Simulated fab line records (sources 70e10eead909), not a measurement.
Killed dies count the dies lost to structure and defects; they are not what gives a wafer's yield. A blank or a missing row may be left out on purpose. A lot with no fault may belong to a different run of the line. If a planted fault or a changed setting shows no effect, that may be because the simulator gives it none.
Struck lot and sound lot, side by side | flow nand-harc | 15 steps out of a route of 1159
Sound: these wafers, L993.2, L993.3, L993.4. Struck: wafers L999.3, L999.5, L999.6. The cause comes at the end.
At each step with rows: each side's tool, then ch and its chambers, then its first start. Under that, the readings that differ: sound wafers | struck wafers | difference of the means | sigmas: that difference in standard deviations of wafers without a fault.
alike: words and numbers the same on both sides, and readings whose means are apart by under 2 such deviations; not compared: readings that were withheld, readings missing a value for some wafer, numbers with overlapping values and no deviation given by the record, and bounds like >300 which may hide the same value.
Wherever a step has rows on one side only, a row that says differs or no value, or a row with sigmas, the two part there. Numbers that don't overlap but have no deviation are shown without sigmas and don't part them. A reading that every wafer of one side lacks parts them only if that side has two wafers or more.

NHARC_A_CONTACT_ETCH_129: etches the open film in C4F8/O2/Ar, time 155 s, target depth 956 nm.
  sound on har-cap-etch-03 ch 0,1, day 17 02:14; struck on har-cap-etch-03 ch 0,1, day 21 18:49
  not compared: rf-hours-counter-h
then, 2 steps without rows for these wafers: NHARC_A_CONTACT_ETCH_130 (etches the open film in C4F8/O2/Ar, time 155 s, target depth 956 nm); NHARC_A_CONTACT_ETCH_131 (etches the open film in C4F8/O2/Ar, time 155 s, target depth 956 nm).
NHARC_A_CONTACT_ETCH_132: etches the open film in C4F8/O2/Ar, time 156 s, target depth 958 nm.
  sound on har-cap-etch-03 ch 0,1, day 17 02:40; struck on har-cap-etch-03 ch 0,1, day 21 19:14
  not compared: rf-hours-counter-h
NHARC_A_CONTACT_ETCH_133: etches the open film in C4F8/O2/Ar, time 195 s, target depth 840 nm.
  sound on har-cap-etch-03 ch 0,1, day 17 02:49; struck on har-cap-etch-03 ch 0,1, day 21 19:26
  not compared: rf-hours-counter-h
NHARC_A_CONTACT_ETCH_91: etches the open film in CH3F/O2, target depth 40 nm, time 85.7 s.
  sound on rie-diel-13 ch 0,1,3, day 17 03:23; struck on rie-diel-13 ch 0,3, day 21 19:54
  reading               | sound          | struck         | difference | sigmas
  oes-product-au (a.u.) | 1.01 1.01 1.00 | 0.93 0.92 0.92 | -0.08      | -2
  alike: bias-w, drypump-motor-current-A, o2-flow-sccm, rf-vpp-V, showerhead-plenum-p-Torr, throttle-valve-pct
  not compared: rf-hours-counter-h
then, 1 step without rows for these wafers: NHARC_A_CONTACT_ETCH_97 (etches the open film in C4F6/O2, target depth 20 nm, time 10 s).
NHARC_A_CONTACT_CD_MEAS_80:
  sound on cd-sem-03, day 17 03:36; struck on cd-sem-02, day 21 20:15
  alike: cd-nm
then, 3 steps without rows for these wafers: NHARC_A_CONTACT_STRIP_103 (strips in N2/H2); NHARC_A_CONTACT_STRIP_104 (strips in CF4/CHF3); NHARC_A_CONTACT_STRIP_105 (strips in O2/COS).
NHARC_A_CONTACT_ETCH_106: etches the open film in CF4/O2, target depth 60 nm, overetch 6 nm, time 33 s.
  sound on rie-diel-13 ch 1,2,3, day 17 03:55; struck on rie-diel-04 ch 0,2,3, day 21 20:34
  alike: bias-w, drypump-motor-current-A, o2-flow-sccm, oes-product-au, rf-vpp-V, showerhead-plenum-p-Torr, throttle-valve-pct
  not compared: rf-hours-counter-h
NHARC_A_CONTACT_STRIP_82: strips in O2.
  sound on rie-diel-13 ch 0,1,3, day 17 04:00; struck on rie-diel-04 ch 2,3, day 21 20:43
  no value came back on the struck wafers for any of 9 readings (bias-w (W), chamber-pressure-mTorr (mTorr) and others); on the sound wafers bias-w (W) reads 0 0 0
then, 1 step without rows for these wafers: NHARC_A_CONTACT_STRIP_83 (strips in post etch residue remover, time 600 s).
-- break in the record here, with 3 days between the starts of the struck wafers on either side (left off in module A_CONTACT, picked up again in module END, where the first step shown is number 1159 on the route) --
NHARC_END_SORT_01:
  at this point the record logs the struck wafers (prober-02 ch 0, day 24 21:56) and has no rows for the sound ones

WHERE THEY PART
Earliest at NHARC_A_CONTACT_ETCH_91; latest, in this record, at NHARC_END_SORT_01.

WHY: the cause the simulator had injected
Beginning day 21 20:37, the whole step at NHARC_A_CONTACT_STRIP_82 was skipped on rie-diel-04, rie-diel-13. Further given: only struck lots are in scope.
